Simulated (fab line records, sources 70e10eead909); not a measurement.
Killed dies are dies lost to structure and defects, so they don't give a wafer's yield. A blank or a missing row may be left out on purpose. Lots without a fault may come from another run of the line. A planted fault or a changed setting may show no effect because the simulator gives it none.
Chamber matching | flow nand_harc | NHARC_P_GATE_DEP_103 on pecvd-03: 3 sister chambers
The step deposits SiON, target thk 30 nm. 3 wafers are shown with their chamber, then 7 later ones without.

WAFERS WITH THEIR CHAMBER
wafer  | chamber | heater_power_w (W)
L991.2 | 1       | 704
L995.1 | 0       | 742
L995.3 | 2       | 1017

WAFERS WITHOUT THEIR CHAMBER
wafer  | heater_power_w (W)
L995.5 | 797
L101.3 | 970
L101.4 | 797
L101.6 | 967
L100.2 | 736
L100.3 | 641
L100.6 | 735

WHICH CHAMBER EACH WENT THROUGH
wafer  | from the rows above     | in truth
L995.5 | can't be placed: 0 or 1 | 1
L101.3 | 2                       | 2
L101.4 | can't be placed: 0 or 1 | 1
L101.6 | 2                       | 2
L100.2 | can't be placed: 0 or 1 | 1
L100.3 | can't be placed: 1 or 0 | 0
L100.6 | can't be placed: 0 or 1 | 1
Placed correctly: 2 of 7. Can't be placed from these rows: 5 (the true chamber is among the candidates in 5). Placed wrongly: 0.
How it was worked out, from the rows above alone: a wafer's distance from a chamber is the root of the sum, over the readings, of the square of ((its reading less the chamber's mean) divided by the reading's scatter). The wafer belongs to the nearest chamber; if the next one is less than 2 further off, it can't be placed. A chamber's mean is the mean of its shown wafers. The scatter: with one shown wafer a chamber, the root of the mean of the squares of how far each hidden wafer lies from its nearest shown one.
